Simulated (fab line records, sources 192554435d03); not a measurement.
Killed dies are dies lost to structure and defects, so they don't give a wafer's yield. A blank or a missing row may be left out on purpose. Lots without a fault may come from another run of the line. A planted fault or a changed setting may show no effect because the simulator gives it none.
Which tool did it? | flow n5_finfet | 8 lots, 24 wafers sampled, at 6 steps of a route of 1938

WHAT THE GAUGES READ, wafer by wafer
N5_SD_ACTIVATION_RS_MEAS_03: measures by four-point-probe. Usual: RS_SD_N 21.99 ohm/sq, standard deviation 0.26; RS_SD_P 56.2 ohm/sq, standard deviation 0.95.
lot  | measured    | on            | RS_SD_N (ohm/sq)  | RS_SD_P (ohm/sq) | flag
L989 | day 3 16:51 | film_metro-01 | 21.68 22.02 21.89 | 58.4 57.9 57.7   |
L994 | day 4 21:22 | film_metro-02 | 21.76 22.00 21.64 | 56.6 57.3 57.1   |
L996 | day 5 09:37 | film_metro-01 | 21.99 21.40 21.60 | 57.0 56.2 55.9   |
L998 | day 6 03:38 | film_metro-02 | 22.15 21.97 21.83 | 56.5 56.7 55.6   |
L104 | day 7 11:25 | film_metro-01 | 15.18 15.30 14.98 | 68.7 68.8 68.9   | OFF
L107 | day 8 03:43 | film_metro-01 | 15.12 15.32 15.48 | 66.9 67.7 67.0   | OFF
L109 | day 8 19:26 | film_metro-01 | 21.88 21.69 22.10 | 56.8 55.8 56.2   |
L111 | day 9 04:22 | film_metro-02 | 22.38 21.82 21.95 | 54.9 55.3 55.9   |

N5_ILD0_THK_MEAS_04. Usual: thk_nm 197.4 nm, standard deviation 1.1.
lot  | measured    | on            | thk_nm (nm)       | flag
L989 | day 3 19:52 | film_metro-02 | 197.5 195.9 195.4 |
L994 | day 5 00:23 | film_metro-02 | 196.9 196.8 195.1 |
L996 | day 5 13:25 | film_metro-01 | 197.0 197.8 197.3 |
L998 | day 6 06:40 | film_metro-01 | 198.2 197.9 197.1 |
L104 | day 7 14:25 | film_metro-01 | 199.3 199.2 199.2 |
L107 | day 8 06:43 | film_metro-01 | 197.1 196.7 197.2 |
L109 | day 8 22:49 | film_metro-02 | 197.0 198.6 197.8 |
L111 | day 9 08:33 | film_metro-02 | 198.7 199.0 198.0 |

N5_BEOL_M4_RC_MEAS_101. Usual: DIBL_N 36.0 mV/V, standard deviation 2; DIBL_P 36.2 mV/V, standard deviation 2.2; IOFF_N 0.16 nA/um, standard deviation 0.034; IOFF_P 0.21 nA/um, standard deviation 0.04; IOFF_P_85C 3.7 nA/um, standard deviation 0.57; IOFF_P_LIN 0.100 nA/um, standard deviation 0.015; IOFF_P_LONG 0.000106 nA/um, standard deviation 8.2e-06; ION_N 675 uA/um, standard deviation 12; ION_P 463 uA/um, standard deviation 7.2; RC_DENSE_N 18.9 ohm.um, standard deviation 0.47; RC_DENSE_P 23.7 ohm.um, standard deviation 0.59; RC_N 15.4 ohm.um, standard deviation 0.37; RC_P 19.3 ohm.um, standard deviation 0.48; REXT_N 75.4 ohm.um, standard deviation 1.5; RS_SD_N 28.5 ohm/sq, standard deviation 0.4; RS_SD_P 66.1 ohm/sq, standard deviation 1.1; SS_N 71.6 mV/dec, standard deviation 0.6; SS_P 73.3 mV/dec, standard deviation 0.67; VT_N 250 mV, standard deviation 3; VT_P -251 mV, standard deviation 3.4.
lot  | measured     | on        | DIBL_N (mV/V)  | DIBL_P (mV/V)  | IOFF_N (nA/um) | IOFF_P (nA/um) | IOFF_P_85C (nA/um) | IOFF_P_LIN (nA/um) | IOFF_P_LONG (nA/um)        | ION_N (uA/um) | ION_P (uA/um) | RC_DENSE_N (ohm.um) | RC_DENSE_P (ohm.um) | RC_N (ohm.um)  | RC_P (ohm.um)  | REXT_N (ohm.um) | RS_SD_N (ohm/sq) | RS_SD_P (ohm/sq) | SS_N (mV/dec)  | SS_P (mV/dec)  | VT_N (mV)   | VT_P (mV)      | flag
L989 | day 8 10:36  | prober-01 | 38.6 37.0 36.2 | 39.1 37.7 36.8 | 0.22 0.19 0.18 | 0.26 0.24 0.22 | 4.4 4.2 4.0        | 0.115 0.111 0.105  | 0.000112 0.000114 0.000115 | 692 684 683   | 468 467 464   | 18.2 18.6 18.7      | 23.1 23.9 23.7      | 14.8 15.2 15.3 | 18.8 19.1 19.4 | 75.7 77.4 77.2  | 28.3 28.6 28.6   | 67.3 68.0 67.1   | 71.6 71.2 71.8 | 73.7 73.8 73.9 | 248 246 245 | -250 -248 -250 |
L994 | day 10 01:47 | prober-02 | 35.0 35.8 33.0 | 36.6 36.6 33.8 | 0.15 0.16 0.13 | 0.19 0.18 0.15 | 3.3 3.2 2.7        | 0.087 0.086 0.076  | 9.9e-05 9.5e-05 9.5e-05    | 669 675 671   | 457 455 454   | 18.6 18.2 19.6      | 23.9 23.2 25.0      | 15.6 14.9 15.9 | 19.3 19.0 20.2 | 75.9 75.1 75.7  | 28.6 28.5 28.1   | 66.5 66.7 66.8   | 71.6 72.2 70.9 | 72.8 73.2 72.9 | 250 249 252 | -255 -254 -257 |
L996 | day 10 05:44 | prober-01 | 36.0 38.7 37.0 | 34.2 37.7 36.6 | 0.13 0.18 0.14 | 0.16 0.20 0.19 | 2.9 3.6 3.4        | 0.079 0.094 0.089  | 9.6e-05 9.1e-05 0.0001     | 669 673 679   | 453 453 460   | 19.2 19.0 18.1      | 24.3 23.9 22.8      | 15.7 15.4 14.8 | 19.7 19.3 18.4 | 74.5 74.0 74.8  | 28.2 27.8 28.2   | 66.1 65.2 65.9   | 71.8 72.5 72.0 | 73.8 73.7 73.5 | 254 253 252 | -255 -253 -254 |
L998 | day 10 18:38 | prober-02 | 35.9 36.1 36.6 | 37.2 37.2 37.4 | 0.18 0.19 0.19 | 0.21 0.22 0.22 | 3.7 3.9 3.9        | 0.098 0.103 0.101  | 0.000101 9.9e-05 0.000101  | 686 687 688   | 464 464 462   | 18.4 18.4 18.5      | 23.2 23.5 23.5      | 14.9 14.9 15.0 | 18.9 18.9 19.0 | 75.9 74.2 75.2  | 28.9 28.7 28.4   | 66.2 66.1 65.8   | 71.9 71.7 72.1 | 73.5 73.9 73.7 | 248 248 248 | -253 -251 -252 |
L104 | day 12 05:36 | prober-01 | 39.3 39.4 38.4 | 51.2 50.9 50.0 | 0.22 0.22 0.20 | 0.45 0.44 0.39 | 6.8 6.6 6.0        | 0.162 0.158 0.144  | 0.001257 0.001298 0.001273 | 712 718 702   | 416 415 407   | 13.4 13.2 13.4      | 32.9 31.9 33.0      | 10.9 10.7 10.9 | 26.9 26.1 26.6 | 59.3 59.0 59.4  | 20.5 20.3 20.1   | 80.9 81.1 81.6   | 72.7 72.3 72.0 | 75.9 75.4 75.5 | 246 243 246 | -251 -251 -256 | OFF
L107 | day 12 11:17 | prober-02 | 36.8 41.2 35.6 | 49.7 52.5 46.6 | 0.18 0.28 0.16 | 0.39 0.51 0.33 | 6.1 7.6 5.2        | 0.147 0.176 0.127  | 0.001259 0.00119 0.001082  | 702 717 680   | 412 416 403   | 13.2 12.5 12.9      | 32.7 31.3 31.9      | 10.7 10.3 10.5 | 26.5 25.3 26.0 | 62.0 59.8 60.7  | 20.4 20.7 20.8   | 79.1 79.4 78.2   | 72.1 73.6 71.8 | 75.8 76.2 75.3 | 247 246 250 | -253 -253 -257 | OFF
L109 | day 14 02:49 | prober-02 | 36.8 38.6 34.2 | 36.9 37.4 32.8 | 0.16 0.20 0.13 | 0.20 0.21 0.16 | 3.6 3.8 2.9        | 0.095 0.100 0.079  | 9.6e-05 0.000103 9.7e-05   | 672 692 664   | 463 465 452   | 18.8 19.9 18.8      | 23.4 24.8 23.9      | 15.2 16.0 15.3 | 19.2 20.2 19.4 | 74.6 74.2 74.7  | 28.5 28.1 28.3   | 66.1 64.7 66.0   | 71.1 71.9 71.2 | 73.5 73.9 71.9 | 249 247 252 | -253 -251 -254 |
L111 | day 14 05:08 | prober-01 | 34.0 35.2 35.9 | 33.6 34.5 34.8 | 0.12 0.14 0.15 | 0.18 0.19 0.19 | 3.2 3.3 3.3        | 0.090 0.090 0.092  | 9.8e-05 0.000103 9.8e-05   | 669 666 673   | 459 456 456   | 19.2 20.0 19.5      | 23.8 24.8 24.2      | 15.7 16.1 15.9 | 19.3 20.2 19.9 | 75.8 76.0 75.3  | 29.0 28.1 28.1   | 64.5 65.3 66.1   | 71.1 71.7 71.7 | 73.0 73.5 72.7 | 253 252 250 | -252 -254 -253 |

WHICH TOOL RAN EACH LOT (tool, then ch and the chambers of the sampled wafers, then the start)
lot  | N5_SD_EPI_N_ETCH_35               | N5_SD_ACTIVATION_LSA_01           | N5_ILD0_CMP_03
L989 | rie_diel-02 ch 0,1, day 3 06:49   | laser_anneal-02 ch 0, day 3 16:39 | cmp-03 ch 1,2,3, day 3 19:34
L994 | rie_diel-01 ch 0,1,2, day 4 12:46 | laser_anneal-01 ch 0, day 4 21:10 | cmp-03 ch 0,2,3, day 5 00:05
L996 | rie_diel-01 ch 0,1, day 5 00:54   | laser_anneal-01 ch 0, day 5 09:26 | cmp-03 ch 0,1,3, day 5 13:12
L998 | rie_diel-01 ch 0,2, day 5 18:19   | laser_anneal-01 ch 0, day 6 03:25 | cmp-03 ch 0,2, day 6 06:24
L104 | rie_diel-04 ch 0,3, day 7 02:40   | laser_anneal-01 ch 0, day 7 11:13 | cmp-02 ch 0,1,3, day 7 14:12
L107 | rie_diel-01 ch 0,2,3, day 7 18:47 | laser_anneal-01 ch 0, day 8 03:31 | cmp-02 ch 1,2, day 8 06:25
L109 | rie_diel-01 ch 0,2,3, day 8 10:41 | laser_anneal-02 ch 0, day 8 19:14 | cmp-02 ch 0,3, day 8 22:31
L111 | rie_diel-01 ch 0,2,3, day 8 18:02 | laser_anneal-02 ch 0, day 9 04:10 | cmp-03 ch 1,2, day 9 08:15
- N5_SD_EPI_N_ETCH_35: etches SOC in N2/H2, overetch 108 nm, time 486 s.
- N5_SD_ACTIVATION_LSA_01: time 0.0008 s.
- N5_ILD0_CMP_03: polishes, stops on SiNx, t overpolish 1.9 s, target thk 197.38 nm.

WHAT THE TOOLS THEMSELVES READ (means of the sampled wafers that have a number; where no wafer has one, the mark that the record gives instead)
N5_SD_EPI_N_ETCH_35. Usual: drypump_motor_current_A 5.8 A, standard deviation 0.46; oes_product_au 0.74 a.u., standard deviation 0.061; rf_vpp_V 240.4 V, standard deviation 1.2; showerhead_plenum_p_Torr 2.51 Torr, standard deviation 0.075; throttle_valve_pct 23.7 %, standard deviation 0.31.
lot  | tool        | drypump_motor_current_A (A) | oes_product_au (a.u.) | rf_vpp_V (V) | showerhead_plenum_p_Torr (Torr) | throttle_valve_pct (%) | flag
L989 | rie_diel-02 | 5.8                         | 0.70                  | 239.8        | 2.47                            | 23.6                   |
L994 | rie_diel-01 | 5.6                         | 0.72                  | 239.5        | 2.48                            | 23.8                   |
L996 | rie_diel-01 | 5.4                         | 0.68                  | 238.7        | 2.42                            | 23.7                   |
L998 | rie_diel-01 | 5.9                         | 0.73                  | 241.1        | 2.54                            | 23.8                   |
L104 | rie_diel-04 | 5.9                         | 0.79                  | 240.2        | 2.51                            | 23.6                   |
L107 | rie_diel-01 | 6.0                         | 0.72                  | 240.0        | 2.49                            | 23.8                   |
L109 | rie_diel-01 | 6.0                         | 0.71                  | 240.2        | 2.49                            | 23.8                   |
L111 | rie_diel-01 | 6.0                         | 0.71                  | 240.3        | 2.49                            | 23.8                   |

N5_SD_ACTIVATION_LSA_01. Usual: wafer_temp_C_max 1086.6, standard deviation 1.2.
lot  | tool            | wafer_temp_C_max | flag
L989 | laser_anneal-02 | 1085.4           |
L994 | laser_anneal-01 | 1086.7           |
L996 | laser_anneal-01 | 1087.3           |
L998 | laser_anneal-01 | 1086.0           |
L104 | laser_anneal-01 | 1161.5           | OFF
L107 | laser_anneal-01 | 1164.1           | OFF
L109 | laser_anneal-02 | 1085.6           |
L111 | laser_anneal-02 | 1085.4           |

N5_ILD0_CMP_03. Usual: motor_current_A 12.9 A, standard deviation 1.2; overpolish_run_s 1.899 s, standard deviation 0.0094; slurry_flow_ml_min 149.9, standard deviation 0.49; time_to_endpoint_s 72 s, standard deviation 3.2.
lot  | tool   | motor_current_A (A) | overpolish_run_s (s) | slurry_flow_ml_min | time_to_endpoint_s (s) | flag
L989 | cmp-03 | 12.7                | 1.894                | 149.7              | 68                     |
L994 | cmp-03 | 11.8                | 1.911                | 149.5              | 74                     |
L996 | cmp-03 | 13.4                | 1.903                | 149.9              | 72                     |
L998 | cmp-03 | 11.1                | 1.900                | 149.6              | 74                     |
L104 | cmp-02 | 12.9                | 1.901                | 150.1              | 73                     |
L107 | cmp-02 | 12.6                | 1.897                | 149.6              | 75                     |
L109 | cmp-02 | 13.1                | 1.891                | 150.1              | 73                     |
L111 | cmp-03 | 12.4                | 1.895                | 150.2              | 73                     |

THE ANSWER, worked out from the rows above alone
Rule: a lot is off if the mean of its wafers that have a number lies more than 3 standard deviations from the usual mean. A lot without any number at a reading at which 4 lots or more have one is off too. The other lots that the step has rows for count as sound. The gauges are gone through in route order, then the tools' own readings, and for those a lot's mean is taken as printed above. The first step at which some lot is off is used, and at that step the reading that is off furthest; a lot without a number counts as furthest.
Off: L104, L107, at N5_SD_ACTIVATION_RS_MEAS_03 (RS_SD_N).
A tool fits if, at a process step before that reading, it ran every lot that is off, and no sound lot after the first of them. The gauges at N5_SD_ACTIVATION_RS_MEAS_03 aren't tried: what is off there is off at N5_BEOL_M4_RC_MEAS_101 too, on other tools, and a gauge's error can't cause that. One fits: laser_anneal-01 at N5_SD_ACTIVATION_LSA_01. Its last sound lot is L998 (day 6 03:25), its first lot that is off L104 (day 7 11:13): a fault that began between those two fits.
The tool's own readings at N5_SD_ACTIVATION_LSA_01 bear it out: on the lots that are off they differ by more than 5 times the standard deviation of the sound lots' means. wafer_temp_C_max reads 1162.8 there against 1086.1 on the sound lots.

WHAT THE SIMULATOR HAD PUT IN
Process parameter drift: laser_anneal-01, from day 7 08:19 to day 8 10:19, at N5_SD_ACTIVATION_LSA_01. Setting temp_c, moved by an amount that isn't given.
Lots struck among those shown: L104, L107. The rule above found the same.
